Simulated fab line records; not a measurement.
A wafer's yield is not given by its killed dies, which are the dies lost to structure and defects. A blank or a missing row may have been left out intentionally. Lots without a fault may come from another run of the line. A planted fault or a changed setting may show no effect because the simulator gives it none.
A lot that was struck, set against a sound lot + flow n5Finfet + 41 steps out of a route of 1938
Sound: wafers L466.2, L466.4, L466.5. Wafers L471.2, L471.4, L471.6 were the ones struck. The cause comes at the end.
Per side, at each step with rows, come the tool, then ch with its chambers, and then its first start. Under that, the readings that differ: sound wafers + struck wafers + difference of the means + sigmas: that difference in standard deviations of wafers without a fault.
alike: same words and numbers on both sides, and readings whose means sit less than 2 such deviations apart. not compared: any withheld reading, any reading some wafer has no value for, any bound like >300 that may hide the same value, and any number with overlapping values for which the record gives no deviation.
A row with sigmas, a row that says differs or no value, or rows on one side alone: a step with any of these is where the two part. When numbers do not overlap yet have no deviation, they are printed without sigmas and do not part them. A reading that every wafer of one side lacks parts them only if that side has two wafers or more.

first, 9 steps without rows for these wafers: N5_DUMMY_GATE_EXPOSE_12 (exposes mask GATE, target cd 25 nm); N5_DUMMY_GATE_PEB_13 (peb time 60 s); N5_DUMMY_GATE_DEVELOP_14 (develop time 30 s); N5_DUMMY_GATE_DESCUM_20 (chemistry O2, time 6.2 s); N5_DUMMY_GATE_ETCH_29 (etches underlayer in N2/H2, target depth 13 nm); N5_DUMMY_GATE_ETCH_36 (etches SiARC in CF4, target depth 13 nm); N5_DUMMY_GATE_ETCH_37 (etches SOC in N2/H2, target depth 60 nm, overetch 30 nm); N5_DUMMY_GATE_STRIP_38 (strips in N2/H2); N5_DUMMY_GATE_STRIP_39 (strips in N2/H2).
N5_DUMMY_GATE_TRIM_49: chemistry O2, time 29 s, target cd 14 nm.
  sound on rieSi-05 ch 0,1,3, day 3 07:11; struck on rieSi-05 ch 0,1, day 4 11:44
  alike: drypumpMotorCurrentA, oesProductAu, rfFwdPowerW, throttleValvePct
  not compared: rfHoursCounterH
then, 14 steps without rows for these wafers: N5_DUMMY_GATE_STRIP_40 (strips in CF4); N5_DUMMY_GATE_ETCH_31 (etches SiO2 in C4F6/O2, target depth 82.5 nm, time 27.5 s); N5_DUMMY_GATE_STRIP_41 (strips in O2); N5_DUMMY_GATE_HM_OPEN_21 (chemistry CH3F/O2, target SiNx, target depth 120 nm, time 171.4 s); N5_DUMMY_GATE_ETCH_32 (etches SiO2 in CF4, target depth 3.5 nm, time 3.9 s); N5_DUMMY_GATE_ETCH_23 (etches poly-Si in HBr/Cl2/O2, target depth 41 nm, time 22.3 s); N5_DUMMY_GATE_ETCH_44 (etches poly-Si in HBr/O2, stops on SiO2, target depth 127.5 nm); N5_DUMMY_GATE_ETCH_42 (etches SiO2 in CHF3/O2, target depth 3.5 nm, time 31 s); N5_DUMMY_GATE_STRIP_48 (strips in N2/H2, time 20 s); N5_DUMMY_GATE_PRECLEAN_33 (cleans in dHF, time 10 s); N5_DUMMY_GATE_PRECLEAN_25 (cleans in O3/DIW, time 45 s); N5_DUMMY_GATE_PRECLEAN_51 (cleans in SC2, time 45 s); N5_DUMMY_GATE_SRD_26 (time 30 s); N5_DUMMY_GATE_UV_OZONE_45 (time 120 s).
N5_DUMMY_GATE_INSPECT_27: inspects for defects (brightfield).
  struck on defectInspect-02, day 4 12:40; sound on defectInspect-02, day 3 08:06
| reading        | sound       | struck         | difference | sigmas |
|----------------|-------------|----------------|------------|--------|
| rawDefectCount | 317 393 311 | 1728 1721 1685 | +1371      | +19    |
then, 3 steps without rows for these wafers: N5_SPACER0_ALD_07 (deposits SiNx, target thk 2 nm); N5_SPACER0_ALD_00 (deposits SiOCN, target thk 3.5 nm, pulse time 3 s, purge time 2 s); N5_SPACER0_ALD_08 (deposits SiNx, target thk 2 nm).
N5_SPACER0_INSPECT_04: inspects for defects (darkfield).
  struck on defectInspect-02, day 4 13:16; sound on defectInspect-01, day 3 08:45
| reading        | sound       | struck         | difference | sigmas |
|----------------|-------------|----------------|------------|--------|
| rawDefectCount | 147 213 179 | 1482 1548 1515 | +1335      | +40    |
then, 8 steps without rows for these wafers: N5_SD_EPI_N_COAT_32 (time 60 s, resist thk 350 nm); N5_SD_EPI_N_COAT_33 (time 60 s, resist thk 35 nm); N5_SD_EPI_N_COAT_03 (resist thk 150 nm); N5_SD_EPI_N_EBR_05; N5_SD_EPI_N_SOFTBAKE_04 (time 60 s); N5_SD_EPI_N_EXPOSE_06 (exposes mask SD N BLK, target cd 120 nm); N5_SD_EPI_N_PEB_07 (peb time 60 s); N5_SD_EPI_N_DEVELOP_08 (develop time 30 s).
N5_SD_EPI_N_INSPECT_11: inspects for defects (macro).
  struck on defectInspect-01, day 4 13:35; sound on defectInspect-02, day 3 09:12
| reading        | sound | struck         | difference | sigmas |
|----------------|-------|----------------|------------|--------|
| rawDefectCount | 2 1 2 | >300 >300 >300 | differs    |        |
N5_SD_EPI_N_INSPECT_26: inspects for defects (darkfield).
  struck on defectInspect-01, day 4 18:38; sound on defectInspect-02, day 3 13:11
| reading        | sound       | struck         | difference | sigmas |
|----------------|-------------|----------------|------------|--------|
| rawDefectCount | 210 240 230 | 1551 1580 1583 | +1345      | +33    |
-- a jump in the record: the struck wafers' starts before and after are 5 days apart (it breaks off in module SD_EPI_N and resumes in module BEOL_M4, where the first step shown is number 1111 of the route) --
N5_BEOL_M4_RC_MEAS_101:
  sound on prober-02 ch 0, day 8 05:06; struck on prober-01 ch 0, day 9 10:13
| reading   | sound                | struck               | difference | sigmas |
|-----------|----------------------|----------------------|------------|--------|
| VT_P (mV) | -249.3 -244.6 -247.8 | -254.0 -257.4 -253.4 | -7.7       | -3     |
  alike: DIBL_N, DIBL_P, IOFF_N, IOFF_P, ION_N, ION_P, SS_N, SS_P, VT_N
-- the record jumps here: 4 days lie between the struck wafers' starts before and after (it left off in module BEOL_M4 and takes up again in module PASSIVATION, whose first step shown is number 1936 of the route) --
N5_PASSIVATION_PROBE_49:
  struck on prober-02, day 13 22:07; sound on prober-02, day 13 04:50
| reading                 | sound          | struck         | difference | sigmas |
|-------------------------|----------------|----------------|------------|--------|
| defectLimitedYield (%)  | 93.1 91.5 93.6 | 82.4 81.1 80.9 | -11.3      | -8     |
| killedAtFrontEnd        | 35 42 21       | 168 182 173    | +142       | +13    |
| killedDies              | 81 100 76      | 208 223 225    | +133       | +8     |
| killedOnRim             | 7 9 10         | 32 33 29       | +23        | +6     |
| sort_bin_5_function (%) | 3.5 4.8 3.3    | 10.2 10.8 11.6 | +7.0       | +8     |
| sortNPass               | 1099 1080 1104 | 972 957 955    | -133       | -8     |
| sortYieldPct (%)        | 93.1 91.5 93.6 | 82.4 81.1 80.9 | -11.3      | -8     |
  alike: killed_at_M0_to_M3, killed_at_M4_up, killedAtContacts, killedAtOther, killedOpen, killedShort, sort_bin_6_memory

== WHERE THEY PART ==
At N5_DUMMY_GATE_INSPECT_27 first; at N5_PASSIVATION_PROBE_49 last (within this record only).

WHY: the cause the simulator had injected
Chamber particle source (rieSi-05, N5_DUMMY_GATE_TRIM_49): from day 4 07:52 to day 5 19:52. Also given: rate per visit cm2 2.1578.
